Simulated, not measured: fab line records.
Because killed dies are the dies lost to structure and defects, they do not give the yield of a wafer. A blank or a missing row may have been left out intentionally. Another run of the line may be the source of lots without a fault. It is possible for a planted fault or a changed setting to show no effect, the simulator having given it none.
Comparing a struck lot with a sound one | flow n5 finfet | 24 steps out of a route of 1938
Sound: these wafers, L286.4, L286.5, L286.6. Struck: wafers L274.3, L274.6 (left out: L274.5, a lot-mate that was not struck); the cause follows at the end.
Each step with rows lists, per side, the tool, then ch with its chambers, then its first start. Under that, the readings that differ: sound wafers | struck wafers | difference of the means | sigmas: that difference in standard deviations of wafers without a fault.
alike: readings with means less than 2 such deviations apart, plus words and numbers identical on both sides. not compared: withheld readings, readings lacking a value on some wafer, bounds such as >300 that could conceal the same value, and numbers that have no deviation in the record and whose values overlap.
The two part at a step that has a row with sigmas, a row that says differs or no value, or rows on one side only. Non-overlapping numbers with no deviation appear without sigmas and do not part them. A reading that every wafer of one side lacks parts them only if that side has two wafers or more.

first, 11 steps without rows for these wafers: N5_SD_EPI_N_PRECLEAN_24 (cleans in O3/DIW, time 60 s); N5_SD_EPI_N_SRD_25 (time 30 s); N5_SD_EPI_N_PRECLEAN_49 (cleans in NF3:NH3, afs cycles 1, time 20 s, sublimation time 60 s); N5_SD_EPI_N_LINER_46 (material SiNx, target thk 3 nm); N5_SD_EPI_P_COAT_34 (time 60 s, resist thk 350 nm); N5_SD_EPI_P_COAT_35 (time 60 s, resist thk 35 nm); N5_SD_EPI_P_COAT_03 (resist thk 150 nm); N5_SD_EPI_P_EBR_05; N5_SD_EPI_P_SOFTBAKE_04 (time 60 s); N5_SD_EPI_P_EXPOSE_06 (exposes mask SD P BLK, target cd 240 nm); N5_SD_EPI_P_PEB_07 (peb time 60 s).
N5_SD_EPI_P_DEVELOP_08: develop time 30 s.
  sound on litho track-05 ch 0, day 10 03:56; struck on litho track-01 ch 0, day 5 17:41
N5_SD_EPI_P_CD_MEAS_09: the cd target is 240 nm.
  sound on cd sem-02 ch 0, day 10 04:00; struck on cd sem-03 ch 0, day 5 17:45
  reading    | sound             | struck      | difference | sigmas
  cd nm (nm) | 240.0 239.7 239.6 | 241.7 241.7 | +1.9       | +3
N5_SD_EPI_P_DESCUM_14: chemistry O2, time 7.9 s.
  sound on rie diel-02 ch 0,1,2, day 10 04:05; struck on rie diel-03 ch 3, day 5 17:50
  reading                   | sound           | struck      | difference | sigmas
  model.SD_EPI_P.cd nm (nm) | 240.2 240 239.4 | 241.6 241.8 | +1.8       |
  alike: bias power w, drypump motor current A, o2 flow sccm, oes product au, rf vpp V, showerhead plenum p Torr, throttle valve pct
  not compared: rf hours counter h
then, 7 steps without rows for these wafers: N5_SD_EPI_P_ETCH_36 (etches SiARC in CF4, target depth 45.5 nm, time 75.8 s); N5_SD_EPI_P_ETCH_37 (etches SOC in N2/H2, overetch 108 nm, time 486 s); N5_SD_EPI_P_STRIP_38 (strips in N2/H2); N5_SD_EPI_P_ETCHBACK_46 (etches SiNx in CH3F/O2, stops on SiO2, target depth 17.5 nm); N5_SD_EPI_P_ETCH_47 (etches SiOCN in CH3F/O2, target depth 25 nm); N5_SD_EPI_P_ETCH_16 (etches SiO2 in CHF3/O2, target depth 5 nm); N5_SD_EPI_P_STRIP_50 (strips in CHF3/O2).
N5_SD_EPI_P_SD_RECESS_17: chemistry HBr/Cl2/O2, target depth 39.1 nm, bt time 3 s.
  sound on rie si-06 ch 0,2,3, day 10 04:48; struck on rie si-06 ch 0,1, day 5 18:32
  reading                   | sound           | struck      | difference | sigmas
  model.SD_EPI_P.cd nm (nm) | 240 240.2 238.6 | 241.8 242.6 | +2.6       |
  alike: HBr_flow_sccm, drypump motor current A, he backside leak sccm, mfc cl2 sccm, oes product au, throttle valve pct
  not compared: rf hours counter h
then, 1 step without rows for these wafers: N5_SD_EPI_P_WET_ETCH_45 (etches SiO2 in dHF, time 10.7 s, target depth 2 nm, rinse time 30 s).
-- the record jumps here: 6 days lie between the struck wafers' starts before and after (it left off in module SD_EPI_P and takes up again in module BEOL_M4, whose first step shown is number 1111 of the route) --
N5_BEOL_M4_RC_MEAS_101:
  sound on prober-02 ch 0, day 15 22:20; struck on prober-01 ch 0, day 12 02:19
  reading       | sound          | struck    | difference | sigmas
  DIBL_P (mV/V) | 35.3 32.8 35.2 | 38.9 37.0 | +3.5       | +2
  alike: DIBL_N, IOFF_N, IOFF_P, ION_N, ION_P, SS_N, SS_P, VT_N, VT_P

## WHERE THEY PART
At N5_SD_EPI_P_CD_MEAS_09 first; at N5_BEOL_M4_RC_MEAS_101 last (within this record only).

WHY: whatever the simulator had introduced
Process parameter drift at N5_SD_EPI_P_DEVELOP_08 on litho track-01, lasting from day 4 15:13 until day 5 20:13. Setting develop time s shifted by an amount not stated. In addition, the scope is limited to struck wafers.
